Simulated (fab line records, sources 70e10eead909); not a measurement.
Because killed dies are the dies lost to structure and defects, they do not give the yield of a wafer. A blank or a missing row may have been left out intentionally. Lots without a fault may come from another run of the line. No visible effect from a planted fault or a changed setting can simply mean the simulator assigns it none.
Which of the tools did it? :: flow nand harc :: 7 lots with 21 wafers sampled at 4 steps, on a route of 1159 steps

## WHAT EACH GAUGE READ, for each wafer
NHARC_END_SORT_01.
lot: L359
measured: day 22 02:04
on: prober-02
killed at other: 0 0 0

lot: L364
measured: day 24 06:42
on: prober-01
killed at other: 0 0 2

lot: L368
measured: day 24 22:14
on: prober-02
killed at other: 0 2 0

lot: L370
measured: day 25 08:32
on: prober-02
killed at other: 2 4 2

## TOOL THAT RAN EACH LOT (tool first, then ch and the chambers of the sampled wafers, then the start)
lot: L352
NHARC_A_CONTACT_DEP_57: acl dep-03 ch 0, day 17 07:29
NHARC_A_CONTACT_ETCH_124: har cap etch-01 ch 0,1, day 17 11:13
NHARC_A_CONTACT_ETCH_125: har cap etch-01 ch 0,1, day 17 11:25

lot: L350
NHARC_A_CONTACT_DEP_57: acl dep-03 ch 0, day 17 20:29
NHARC_A_CONTACT_ETCH_124: har cap etch-01 ch 0,1, day 18 00:44
NHARC_A_CONTACT_ETCH_125: har cap etch-01 ch 0,1, day 18 00:55

lot: L359
NHARC_A_CONTACT_DEP_57: acl dep-02 ch 0, day 19 08:16
NHARC_A_CONTACT_ETCH_124: har cap etch-03 ch 0,1, day 19 12:01
NHARC_A_CONTACT_ETCH_125: har cap etch-03 ch 0,1, day 19 12:13

lot: L365
NHARC_A_CONTACT_DEP_57: acl dep-02 ch 0, day 21 07:13
NHARC_A_CONTACT_ETCH_124: har cap etch-01 ch 0,1, day 21 10:19
NHARC_A_CONTACT_ETCH_125: har cap etch-01 ch 0,1, day 21 10:29

lot: L364
NHARC_A_CONTACT_DEP_57: acl dep-03 ch 0, day 21 10:10
NHARC_A_CONTACT_ETCH_124: har cap etch-02 ch 0,1, day 21 13:58
NHARC_A_CONTACT_ETCH_125: har cap etch-02 ch 0,1, day 21 14:10

lot: L368
NHARC_A_CONTACT_DEP_57: acl dep-03 ch 0, day 22 04:20
NHARC_A_CONTACT_ETCH_124: har cap etch-03 ch 0,1, day 22 11:14
NHARC_A_CONTACT_ETCH_125: har cap etch-03 ch 0,1, day 22 11:26

lot: L370
NHARC_A_CONTACT_DEP_57: acl dep-03 ch 0, day 22 16:01
NHARC_A_CONTACT_ETCH_124: har cap etch-03 ch 0,1, day 22 20:08
NHARC_A_CONTACT_ETCH_125: har cap etch-03 ch 0,1, day 22 20:20
- NHARC_A_CONTACT_DEP_57: deposits aC, target thk 2800 nm.
- NHARC_A_CONTACT_ETCH_124: etches the open film in C4F8/O2/Ar, time 140 s, target depth 700 nm.
- NHARC_A_CONTACT_ETCH_125: etches the open film in C4F8/O2/Ar, time 155 s, target depth 956 nm.

## THE ANSWER, worked out from the rows above alone
Rule: what is usual is taken from the lots themselves. The widest of any qualifying gaps counts: lots, ordered by their means at a reading, are off when they make up no more than a third of the lots, leave a main group of 4 or more, and stand apart from it by 3 or more times the standard deviation of that group's means. The tables above print the reading to a certain number of digits; a main group whose means all agree to those digits is not used. Also off: a lot with no number at a reading for which 4 or more lots have one. All remaining lots with rows at the step are treated as sound.
Nothing can be told from this: no lot is off at any reading shown.

## WHAT HAD BEEN PUT IN BY THE SIMULATOR
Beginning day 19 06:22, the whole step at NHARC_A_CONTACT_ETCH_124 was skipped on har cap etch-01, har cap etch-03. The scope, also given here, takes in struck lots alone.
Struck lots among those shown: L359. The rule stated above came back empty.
